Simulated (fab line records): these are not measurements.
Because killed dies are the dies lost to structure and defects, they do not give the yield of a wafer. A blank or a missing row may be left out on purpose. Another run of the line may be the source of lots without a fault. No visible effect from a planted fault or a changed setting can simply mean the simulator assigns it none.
Which tool did it? ; flow n5_finfet ; 7 lots with 21 wafers sampled at 8 steps, on a route of 1938 steps

== WHAT THE GAUGES READ, wafer by wafer ==
N5_BEOL_M4_RC_MEAS_101. Usual: DIBL_N 36.2 mV/V, standard deviation 1.4; DIBL_P 36.1 mV/V, standard deviation 1.5; IOFF_N 0.153 nA/um, standard deviation 0.02; IOFF_P 0.215 nA/um, standard deviation 0.03; ION_N 672 uA/um, standard deviation 8.6; ION_P 463 uA/um, standard deviation 6.8; SS_N 71.5 mV/dec, standard deviation 0.47; SS_P 73.3 mV/dec, standard deviation 0.57; VT_N 250.6 mV, standard deviation 2.4; VT_P -249 mV, standard deviation 3.2.
lot;measured;on;DIBL_N (mV/V);DIBL_P (mV/V);IOFF_N (nA/um);IOFF_P (nA/um);ION_N (uA/um);ION_P (uA/um);SS_N (mV/dec);SS_P (mV/dec);VT_N (mV);VT_P (mV);flag
L856;day 10 05:20;prober-01;36.0 35.7 35.8;36.4 36.1 37.0;0.159 0.144 0.159;0.242 0.236 0.255;676 666 674;472 471 476;72.3 71.4 71.3;73.8 72.5 73.1;249.5 252.1 251.9;-244 -245 -244;
L861;day 10 20:20;prober-02;36.3 38.6 38.7;34.9 38.2 37.5;0.144 0.206 0.192;0.196 0.250 0.239;677 688 672;462 464 458;71.5 71.5 72.1;73.1 74.8 73.9;253.0 247.2 248.8;-252 -246 -248;
L869;day 12 07:14;prober-02;36.3 37.0 35.8;35.7 35.8 34.3;0.150 0.161 0.135;0.215 0.217 0.189;659 677 669;459 465 465;71.2 71.5 71.2;73.9 73.6 72.8;250.0 248.7 250.4;-248 -251 -252;
L870;day 12 23:07;prober-02;33.4 34.2 37.0;33.3 34.3 37.3;0.105 0.113 0.147;0.157 0.175 0.210;659 652 681;456 451 467;71.1 71.2 71.7;72.7 72.6 73.5;254.6 254.2 253.8;-255 -251 -250;
L872;day 13 08:04;prober-02;35.3 34.6 34.8;34.7 34.2 34.0;0.139 0.141 0.134;0.193 0.188 0.191;673 679 679;460 464 464;71.3 70.8 71.5;73.2 74.3 73.3;253.2 253.1 251.2;-250 -254 -251;
L871;day 13 09:07;prober-02;36.7 36.4 37.6;37.1 36.2 37.5;0.156 0.150 0.176;0.239 0.224 0.252;683 676 693;472 470 475;70.9 71.2 71.9;73.3 72.1 73.3;252.4 250.8 249.7;-248 -249 -246;
L873;day 13 14:23;prober-01;34.1 36.1 35.6;35.2 37.2 36.6;0.146 0.166 0.160;0.200 0.217 0.213;676 667 676;467 462 461;70.4 71.7 71.5;73.2 73.4 73.7;249.4 249.0 250.4;-249 -247 -251;

N5_BEOL_M5_THK_MEAS_53: measures by xrf. Usual: M5_THK gives 61.7 nm (standard deviation 1.4).
lot;measured;on;M5_THK (nm);flag
L856;day 10 18:51;film_metro-02;58.9 60.3 61.1;
L861;day 11 09:17;film_metro-01;60.1 61.5 61.0;
L869;day 12 19:34;film_metro-02;64.7 63.5 62.4;
L870;day 13 11:13;film_metro-02;61.4 61.9 61.9;
L872;day 13 22:11;film_metro-02;61.2 63.3 64.9;
L871;day 13 20:41;film_metro-01;61.9 61.9 61.6;
L873;day 14 04:11;film_metro-02;61.6 64.4 64.0;

N5_BEOL_M6_CD_MEAS_11 targets a cd of 38.5 nm. Usual: cd_nm at 38.5 nm, with a standard deviation of 0.45.
lot;measured;on;cd_nm (nm);flag
L856;day 10 21:11;cd_sem-03;37.6 38.0 37.2;
L861;day 11 11:02;cd_sem-03;39.0 39.4 39.1;
L869;day 12 21:46;cd_sem-02;45.3 45.2 45.4;OFF
L870;day 13 13:55;cd_sem-02;43.7 44.4 43.9;OFF
L872;day 14 01:40;cd_sem-03;38.1 38.9 39.0;
L871;day 13 22:28;cd_sem-03;39.3 39.1 38.7;
L873;day 14 06:25;cd_sem-02;38.6 38.4 38.1;

N5_BEOL_M6_CD_MEAS_18: pitch 80 nm, target cd 40 nm. Usual: cd_nm at 40.0 nm, with a standard deviation of 0.48.
lot;measured;on;cd_nm (nm);flag
L856;day 10 21:52;cd_sem-02;39.2 39.2 38.8;
L861;day 11 11:40;cd_sem-02;41.1 40.4 40.6;
L869;day 12 22:29;cd_sem-03;46.6 46.5 46.9;OFF
L870;day 13 14:30;cd_sem-01;45.4 45.9 45.5;OFF
L872;day 14 02:12;cd_sem-02;40.5 40.5 40.3;
L871;day 13 23:02;cd_sem-01;40.6 40.4 40.4;
L873;day 14 06:58;cd_sem-01;39.7 39.7 39.6;

N5_BEOL_M15_RC_MEAS_101. Usual: COMB_M10 1.5e-11 S/m, standard deviation 3e-12; COMB_M11 1.49e-11 S/m, standard deviation 3e-12; COMB_M12 6.5e-12 S/m, standard deviation 1.5e-12; COMB_M13 5e-12 S/m, standard deviation 1.2e-12; COMB_M14 3.9e-12 S/m, standard deviation 7.4e-13; COMB_M15 2.6e-12 S/m, standard deviation 5.5e-13; COMB_M5 3.6e-11 S/m, standard deviation 7.7e-12; COMB_M7 2.5e-11 S/m, standard deviation 5.1e-12; COMB_M8 2.6e-11 S/m, standard deviation 6.6e-12; COMB_M9 1.5e-11 S/m, standard deviation 3e-12; SERP_M10 3.06 ohm/um, standard deviation 0.059; SERP_M10_max_site 3.17 ohm/um, standard deviation 0.062; SERP_M11 3.10 ohm/um, standard deviation 0.063; SERP_M12 0.641 ohm/um, standard deviation 0.013; SERP_M12_max_site 0.653 ohm/um, standard deviation 0.013; SERP_M13 0.310 ohm/um, standard deviation 0.005; SERP_M14 0.1603 ohm/um, standard deviation 0.0025; SERP_M5 38.7 ohm/um, standard deviation 1.5; SERP_M6 13.7 ohm/um, standard deviation 0.46; SERP_M6_max_site 14.5 ohm/um, standard deviation 0.49; SERP_M7 13.9 ohm/um, standard deviation 0.39; SERP_M8 13.9 ohm/um, standard deviation 0.46; SERP_M9 3.08 ohm/um, standard deviation 0.067.
lot;measured;on;COMB_M10 (S/m);COMB_M11 (S/m);COMB_M12 (S/m);COMB_M13 (S/m);COMB_M14 (S/m);COMB_M15 (S/m);COMB_M5 (S/m);COMB_M7 (S/m);COMB_M8 (S/m);COMB_M9 (S/m);SERP_M10 (ohm/um);SERP_M10_max_site (ohm/um);SERP_M11 (ohm/um);SERP_M12 (ohm/um);SERP_M12_max_site (ohm/um);SERP_M13 (ohm/um);SERP_M14 (ohm/um);SERP_M5 (ohm/um);SERP_M6 (ohm/um);SERP_M6_max_site (ohm/um);SERP_M7 (ohm/um);SERP_M8 (ohm/um);SERP_M9 (ohm/um);flag
L856;day 13 23:37;prober-01;1.6e-11 1.1e-11 1.4e-11;1.31e-11 2.16e-11 1.23e-11;8.8e-12 8.3e-12 7.5e-12;4.5e-12 5.4e-12 5e-12;4.7e-12 3.4e-12 3.7e-12;3.4e-12 2.5e-12 2.2e-12;3.3e-11 3.6e-11 3.1e-11;1.7e-11 3.3e-11 3.8e-11;3.1e-11 2.6e-11 2.5e-11;1.3e-11 1.4e-11 1.2e-11;3.01 2.96 2.93;3.07 3.23 3.14;3.08 3.12 3.17;0.641 0.626 0.629;0.650 0.642 0.641;0.320 0.314 0.308;0.1564 0.1593 0.1599;41.4 39.8 39.8;14.5 14.7 14.4;15.0 15.0 15.5;14.0 13.5 13.6;14.0 13.9 14.1;3.01 3.05 3.07;
L861;day 14 07:56;prober-01;2.5e-11 2.1e-11 1.5e-11;1.42e-11 1.29e-11 1.81e-11;9.2e-12 1.11e-11 7.3e-12;5e-12 5.1e-12 4.7e-12;2.9e-12 5.2e-12 4.8e-12;2.8e-12 3.7e-12 3.5e-12;4.9e-11 3e-11 3.7e-11;2.1e-11 2.2e-11 2.5e-11;2.3e-11 2.6e-11 3.1e-11;1.3e-11 1.5e-11 1.5e-11;3.15 3.14 3.15;3.23 3.23 3.19;3.18 3.20 3.21;0.627 0.629 0.651;0.651 0.644 0.670;0.306 0.305 0.304;0.1629 0.1607 0.1631;39.3 37.9 39.5;13.3 13.6 13.3;14.0 14.6 14.2;14.0 14.4 14.5;14.3 13.7 13.4;3.18 3.23 3.12;
L869;day 15 22:08;prober-01;1.5e-11 1.3e-11 1.1e-11;8.4e-12 1.17e-11 1.65e-11;5.7e-12 5.8e-12 5.6e-12;5.3e-12 3.4e-12 3.9e-12;3.3e-12 3.6e-12 2.9e-12;2.6e-12 2.4e-12 2.3e-12;2.9e-11 4.3e-11 4.6e-11;1.8e-11 1.9e-11 2.5e-11;2.1e-11 2.6e-11 2.1e-11;1.2e-11 1.2e-11 1.7e-11;2.98 3.03 3.13;3.22 3.08 3.17;3.19 3.19 3.15;0.630 0.632 0.636;0.639 0.646 0.649;0.309 0.308 0.310;0.1614 0.1604 0.1641;36.5 37.9 38.0;10.7 10.5 10.4;11.2 11.4 10.9;14.4 14.0 13.7;13.3 13.9 13.4;3.17 3.19 3.10;OFF
L870;day 16 14:11;prober-01;1.8e-11 1.6e-11 1.7e-11;1.42e-11 1.8e-11 1.23e-11;7.6e-12 6.5e-12 4.8e-12;3.8e-12 3.7e-12 4.3e-12;4.4e-12 5.2e-12 4.1e-12;3.5e-12 3.7e-12 3.3e-12;3.4e-11 3.2e-11 3.7e-11;3.9e-11 2.9e-11 2.5e-11;2.4e-11 2.5e-11 2.7e-11;1.8e-11 1.8e-11 1.1e-11;3.03 3.07 3.10;3.08 3.15 3.19;3.16 3.15 3.13;0.625 0.639 0.660;0.639 0.649 0.671;0.307 0.312 0.302;0.1609 0.1663 0.1611;39.0 38.7 38.5;11.7 10.8 10.9;12.3 11.4 11.6;13.8 13.9 13.4;14.6 13.6 14.7;3.07 3.17 3.04;OFF
L872;day 16 22:50;prober-01;1.2e-11 1.7e-11 1.6e-11;1.2e-11 1.47e-11 1.23e-11;7.1e-12 7.4e-12 8.6e-12;5.7e-12 4.7e-12 3.1e-12;3.2e-12 3.9e-12 4.2e-12;3.3e-12 2.5e-12 3.5e-12;2.4e-11 3.3e-11 2.8e-11;2.8e-11 3e-11 3e-11;2e-11 2.1e-11 1.6e-11;1.8e-11 2.1e-11 2.3e-11;3.11 3.05 3.10;3.22 3.26 3.13;3.05 3.00 3.03;0.638 0.637 0.625;0.647 0.658 0.633;0.305 0.306 0.309;0.1600 0.1652 0.1611;39.9 37.4 37.8;13.9 13.3 13.7;14.3 14.4 14.7;14.2 13.9 14.4;13.8 14.0 13.7;3.10 3.05 3.09;
L871;day 16 20:44;prober-01;1.7e-11 1.5e-11 1.3e-11;1.22e-11 1.17e-11 1.14e-11;7.6e-12 5.6e-12 5.8e-12;4.8e-12 4.4e-12 4.1e-12;3.5e-12 3.8e-12 3.8e-12;2.7e-12 3.6e-12 2.2e-12;4.9e-11 3.3e-11 4.1e-11;2.4e-11 2.3e-11 2.9e-11;2.4e-11 2.1e-11 2.7e-11;1.6e-11 1.5e-11 1.5e-11;3.05 3.10 3.13;3.23 3.24 3.21;3.07 3.11 3.15;0.660 0.646 0.659;0.667 0.655 0.673;0.314 0.310 0.315;0.1601 0.1581 0.1655;37.1 37.9 37.5;13.4 13.4 13.9;13.8 14.0 14.8;14.4 14.5 14.2;13.6 14.0 13.6;3.11 3.04 3.09;
L873;day 17 02:19;prober-02;1.6e-11 1.1e-11 1.1e-11;1.72e-11 2.13e-11 1.28e-11;5.7e-12 3.5e-12 5.8e-12;3.9e-12 3.8e-12 4.1e-12;3.2e-12 2.7e-12 2.4e-12;1.6e-12 2.2e-12 2.5e-12;3.9e-11 3.1e-11 3.2e-11;2.8e-11 2.3e-11 2.2e-11;2.3e-11 4.2e-11 2.5e-11;1.2e-11 1.6e-11 1.6e-11;3.17 2.99 3.09;3.33 3.12 3.19;3.22 3.13 3.12;0.654 0.678 0.661;0.666 0.694 0.677;0.309 0.310 0.297;0.1598 0.1580 0.1571;39.1 37.6 37.5;13.7 13.9 14.2;14.8 14.6 14.7;13.7 13.6 14.4;14.1 13.7 13.6;3.10 3.12 3.08;

== WHICH TOOL RAN EACH LOT (tool, then ch and the chambers of the sampled wafers, then the start) ==
lot;N5_BEOL_M5_SPUTTER_90;N5_BEOL_M6_EXPOSE_08;N5_BEOL_M6_DESCUM_16
L856;pvd_sputter-01, day 10 17:10;arfi_scanner-03 ch 0, day 10 21:04;rie_diel-03 ch 1,2,3, day 10 21:17
L861;pvd_sputter-03, day 11 07:45;arfi_scanner-03 ch 0, day 11 10:55;rie_diel-02 ch 0,1,2, day 11 11:07
L869;pvd_sputter-02, day 12 18:46;arfi_scanner-03 ch 0, day 12 21:39;rie_diel-02 ch 0,2,3, day 12 22:01
L870;pvd_sputter-01, day 13 10:25;arfi_scanner-03 ch 0, day 13 13:49;rie_diel-04 ch 0,1, day 13 14:01
L872;pvd_sputter-01, day 13 21:14;arfi_scanner-01 ch 0, day 14 01:32;rie_diel-02 ch 0,1,2, day 14 01:44
L871;pvd_sputter-02, day 13 19:52;arfi_scanner-02 ch 0, day 13 22:20;rie_diel-04 ch 1,2, day 13 22:34
L873;pvd_sputter-02, day 14 03:23;arfi_scanner-02 ch 0, day 14 06:17;rie_diel-02 ch 0,1,2, day 14 06:30
- N5_BEOL_M5_SPUTTER_90: material Cu, target thk 4.5 nm, time 8.29 s.
- N5_BEOL_M6_EXPOSE_08: exposes mask M6.
- N5_BEOL_M6_DESCUM_16: chemistry O2, time 7.9 s.

== WHAT THE TOOLS THEMSELVES READ (means of the sampled wafers that have a number; where no wafer has one, the mark that the record gives instead) ==
N5_BEOL_M5_SPUTTER_90. Usual: throttle_valve_pct at 30.3 %, with a standard deviation of 0.9.
lot;tool;throttle_valve_pct (%);flag
L856;pvd_sputter-01;29.7;
L861;pvd_sputter-03;29.9;
L869;pvd_sputter-02;30.8;
L870;pvd_sputter-01;29.9;
L872;pvd_sputter-01;29.9;
L871;pvd_sputter-02;30.6;
L873;pvd_sputter-02;30.7;

N5_BEOL_M6_EXPOSE_08. Usual: exposure_dose_mJ_cm2 68.7, standard deviation 0.59; reticle_temp_C 22.99 C, standard deviation 0.099.
lot;tool;exposure_dose_mJ_cm2;reticle_temp_C (C);flag
L856;arfi_scanner-03;68.2;23.01;
L861;arfi_scanner-03;68.2;22.98;
L869;arfi_scanner-03;78.1;22.91;OFF
L870;arfi_scanner-03;76.1;22.87;OFF
L872;arfi_scanner-01;69.4;22.99;
L871;arfi_scanner-02;68.3;23.03;
L873;arfi_scanner-02;68.3;23.06;

N5_BEOL_M6_DESCUM_16. Usual: bias_power_w 20.00 W, standard deviation 0.061; drypump_motor_current_A 5.6 A, standard deviation 0.52; oes_product_au 0.82 a.u., standard deviation 0.078; rf_vpp_V 243.5 V, standard deviation 1.3; showerhead_plenum_p_Torr 2.11 Torr, standard deviation 0.067; throttle_valve_pct 20.33 %, standard deviation 0.19.
lot;tool;bias_power_w (W);drypump_motor_current_A (A);oes_product_au (a.u.);rf_vpp_V (V);showerhead_plenum_p_Torr (Torr);throttle_valve_pct (%);flag
L856;rie_diel-03;20.06;5.3;0.83;242.7;2.09;20.27;
L861;rie_diel-02;19.98;5.5;0.86;243.4;2.13;20.21;
L869;rie_diel-02;20.01;5.5;0.81;243.6;2.11;20.29;
L870;rie_diel-04;19.98;6.1;0.81;243.2;2.07;20.46;
L872;rie_diel-02;20.00;5.5;0.83;243.6;2.12;20.26;
L871;rie_diel-04;20.03;6.0;0.74;244.3;2.12;20.65;
L873;rie_diel-02;19.99;5.5;0.82;244.0;2.12;20.24;

== THE ANSWER, worked out from the rows above alone ==
Rule: take the mean of a lot's wafers that have a number; if it is more than 3 standard deviations from the usual mean, the lot is off. A lot without any number at a reading at which 4 lots or more have one is off too. Where the step has rows for the other lots, those lots are counted as sound. Order of review: gauges by route order, followed by the tools' own readings, for which a lot's mean as printed above is used. At the first step where some lot is off, the reading lying furthest off is the one used; lots without a number count as furthest.
Off: L869, L870, at N5_BEOL_M6_CD_MEAS_11 (cd_nm).
A tool fits if, at a process step before that reading, it ran every lot that is off, and no sound lot after the first of them. Not tried: the gauges at N5_BEOL_M6_CD_MEAS_11; whatever is off there is also off at N5_BEOL_M6_CD_MEAS_18, on other tools, and gauge error can't account for it. One fits: arfi_scanner-03 at N5_BEOL_M6_EXPOSE_08. Its last sound lot is L861 (day 11 10:55), its first lot that is off L869 (day 12 21:39): a fault that began between those two fits.
The tool's own readings at N5_BEOL_M6_EXPOSE_08 bear it out: on the lots that are off they differ by more than 5 times the standard deviation of the sound lots' means. exposure_dose_mJ_cm2 reads 77.1 there against 68.5 on the sound lots.

== WHAT THE SIMULATOR HAD PUT IN ==
Process parameter drift: arfi_scanner-03, from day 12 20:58 on, at N5_BEOL_M6_EXPOSE_08. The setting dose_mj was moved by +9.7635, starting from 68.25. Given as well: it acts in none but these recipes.
Shown lots that were struck: L869, L870. This agrees with what the rule above found.
